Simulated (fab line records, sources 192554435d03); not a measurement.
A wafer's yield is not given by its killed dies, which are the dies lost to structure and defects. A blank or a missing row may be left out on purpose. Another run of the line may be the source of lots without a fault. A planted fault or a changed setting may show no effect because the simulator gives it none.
Matching of chambers -- flow n5Finfet -- N5_GATE_CUT_CMP_43 on cmp-01: 4 sister chambers
The step polishes SiO2. 16 wafers are shown with their chamber, then 8 later ones without.

== WAFERS PAIRED WITH THEIR CHAMBERS ==
wafer,chamber,motorCurrentA (A),slurryFilterDpKPa (kPa)
L074.2,1,10.8,13.59
L074.5,0,10.5,13.42
L074.6,1,10.5,13.36
L075.1,2,11.1,13.66
L075.2,0,10.6,13.32
L075.5,2,11.2,13.35
L075.3,1,10.6,13.48
L075.4,3,13.7,13.52
L075.6,3,13.6,13.60
L085.1,1,9.9,13.59
L085.3,3,14.7,13.48
L085.4,0,10.8,13.53
L088.2,3,14.5,13.56
L088.5,0,10.7,13.64
L088.6,3,14.5,13.31
L089.1,2,11.7,13.42

SIGNATURES, as means of the wafers listed above
reading,chamber 0,chamber 1,chamber 2,chamber 3,scatter within a chamber
motorCurrentA,10.650,10.450,11.333,14.200,0.382
slurryFilterDpKPa,13.4775,13.5050,13.4767,13.4940,0.128
Rule: a wafer lies at a distance from a chamber equal to the root of the sum of squares, over the readings, of (its reading less the chamber's mean, divided by the reading's scatter). If the next closest chamber is less than 2 further off than the closest, the wafer can't be placed; otherwise it belongs to the closest. How the scatter is found: for the shown wafers, subtract from each reading the mean of its chamber, square and add these, divide the total by (wafers less chambers), then take the root.

== WAFERS WHOSE CHAMBER IS MISSING ==
wafer,motorCurrentA (A),slurryFilterDpKPa (kPa)
L089.4,14.9,13.44
L089.6,11.1,13.55
L091.2,14.1,13.28
L091.5,11.1,13.51
L091.6,14.2,13.47
L091.1,10.7,13.56
L091.3,11.1,13.80
L091.4,11.1,13.56

== WHICH CHAMBER EACH WENT THROUGH ==
wafer,from the rows above,in truth
L089.4,3,3
L089.6,can't be placed: 2 or 0 or 1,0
L091.2,3,3
L091.5,can't be placed: 2 or 0 or 1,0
L091.6,3,3
L091.1,can't be placed: 0 or 1 or 2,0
L091.3,can't be placed: 2 or 0 or 1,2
L091.4,can't be placed: 2 or 0 or 1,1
3 of 8 placed correctly. Can't be placed from these rows: 5 (the true chamber is among the candidates in 5). Placed wrongly: 0.
